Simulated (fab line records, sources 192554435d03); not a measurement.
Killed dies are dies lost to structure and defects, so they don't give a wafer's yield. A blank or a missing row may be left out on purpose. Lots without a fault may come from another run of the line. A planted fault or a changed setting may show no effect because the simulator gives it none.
Split-lot experiment | flow n5_finfet | 7 lots, 39 wafers read, on a route of 1938 steps

THE SPLIT
At N5_SD_EPI_N_ETCH_16 (etches SiO2 in CHF3/O2, target depth 5 nm), the setting target_depth_a was moved away from the recipe's 50 angstrom on 15 of the 39 wafers read, by -41.8% to +55.9%. The other wafers ran this setting at the recipe's value.

The reading is taken at the split's own step.

THE READING
etch.depth_nm (the simulator's own value, which no gauge read), in nm, at N5_SD_EPI_N_ETCH_16 (etches SiO2 in CHF3/O2, target depth 5 nm). The file gives no usual value for it. The 24 wafers here that ran the recipe average 5.024 nm, standard deviation 0.16 nm.

wafer  | tool, chamber at the split | target_depth_a as run, angstrom | against the recipe | etch.depth_nm, nm | against lot-mates on the recipe
L074.1 | rie_diel-04, 1             | 30.03                           | -39.9%             | 3.112             | -1.920
L074.2 | rie_diel-04, 3             | 50                              | recipe             | 4.954             | -
L074.3 | rie_diel-04, 0             | 30.03                           | -39.9%             | 2.97              | -2.062
L074.4 | rie_diel-04, 0             | 30.03                           | -39.9%             | 2.976             | -2.056
L074.5 | rie_diel-04, 3             | 50                              | recipe             | 4.956             | -
L074.6 | rie_diel-04, 1             | 50                              | recipe             | 5.185             | -
L082.1 | rie_diel-03, 0             | 29.1                            | -41.8%             | 2.994             | -1.913
L082.2 | rie_diel-03, 3             | 50                              | recipe             | 4.947             | -
L082.3 | rie_diel-03, 2             | 29.1                            | -41.8%             | 3.024             | -1.883
L082.4 | rie_diel-03, 1             | 50                              | recipe             | 4.598             | -
L082.5 | rie_diel-03, 0             | 50                              | recipe             | 5.177             | -
L082.6 | rie_diel-03, 3             | 29.1                            | -41.8%             | 2.919             | -1.988
L086.1 | rie_diel-02, 3             | 40.33                           | -19.3%             | 3.989             | -1.017
L086.2 | rie_diel-02, 1             | 40.33                           | -19.3%             | 3.95              | -1.056
L086.3 | rie_diel-02, 0             | 50                              | recipe             | 5.09              | -
L086.4 | rie_diel-02, 2             | 40.33                           | -19.3%             | 4.027             | -0.979
L086.5 | rie_diel-02, 0             | 50                              | recipe             | 5.047             | -
L086.6 | rie_diel-02, 1             | 50                              | recipe             | 4.882             | -
L089.1 | rie_diel-04, 1             | 50                              | recipe             | 5.134             | -
L089.2 | rie_diel-04, 0             | 77.97                           | +55.9%             | 7.657             | +2.605
L089.3 | rie_diel-04, 3             | 77.97                           | +55.9%             | 7.676             | +2.624
L089.4 | rie_diel-04, 0             | 50                              | recipe             | 4.876             | -
L089.5 | rie_diel-04, 3             | 77.97                           | +55.9%             | 7.707             | +2.655
L089.6 | rie_diel-04, 1             | 50                              | recipe             | 5.145             | -
L093.1 | rie_diel-02, 3             | 50                              | recipe             | 5.097             | -
L093.5 | rie_diel-02, 3             | 50                              | recipe             | 5.12              | -
L093.6 | rie_diel-02, 2             | 50                              | recipe             | 5.028             | -
L094.1 | rie_diel-02, 2             | 50                              | recipe             | 5.051             | -
L094.2 | rie_diel-02, 1             | 38.7                            | -22.6%             | 3.763             | -1.311
L094.3 | rie_diel-02, 3             | 38.7                            | -22.6%             | 4.021             | -1.053
L094.4 | rie_diel-02, 0             | 50                              | recipe             | 5.136             | -
L094.5 | rie_diel-02, 2             | 50                              | recipe             | 5.036             | -
L094.6 | rie_diel-02, 3             | 38.7                            | -22.6%             | 3.956             | -1.118
L095.1 | rie_diel-03, 3             | 50                              | recipe             | 5.152             | -
L095.2 | rie_diel-03, 1             | 50                              | recipe             | 4.603             | -
L095.3 | rie_diel-03, 2             | 50                              | recipe             | 5.138             | -
L095.4 | rie_diel-03, 0             | 50                              | recipe             | 5.039             | -
L095.5 | rie_diel-03, 3             | 50                              | recipe             | 5.184             | -
L095.6 | rie_diel-03, 0             | 50                              | recipe             | 5.01              | -

THE FIT
A straight line over all 39 wafers: etch.depth_nm changes by +0.0487 nm for each +1% of target_depth_a; r = +0.99; the points scatter about the line by 0.14 nm.
The same after taking each lot's own level away (the mean of its wafers on the recipe; 39 wafers): +0.0479 nm for each +1%; r = +0.99; scatter 0.13 nm.
On that fit, the largest move of target_depth_a shifts the reading by 2.7 nm.
The lots' own levels span 4.9073 to 5.0817 nm, that is 1.1 times the standard deviation above.
So the lot-to-lot level changes the slope little: the two slopes agree.
Check: with one of the wafers moved furthest among these (+55.9%) left out of the fit, the line predicts +2.68 nm for it against its lot-mates. It came out at +2.61 nm against them.

OTHER SPLITS ON THESE WAFERS
These wafers also went through other splits before the reading. Each is held against what the fit with the lots' levels taken away leaves over:
other split on the same wafers | wafers away from the commonest value | r with etch.depth_nm (lot level and that fit taken away)
N5_FIN_SAQP_ETCH_65 time_s     | 12                                   | -0.02

THE FILE'S OWN FIT
etch.depth_nm changes by +0.0481 nm for each +1% of target_depth_a, r = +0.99.
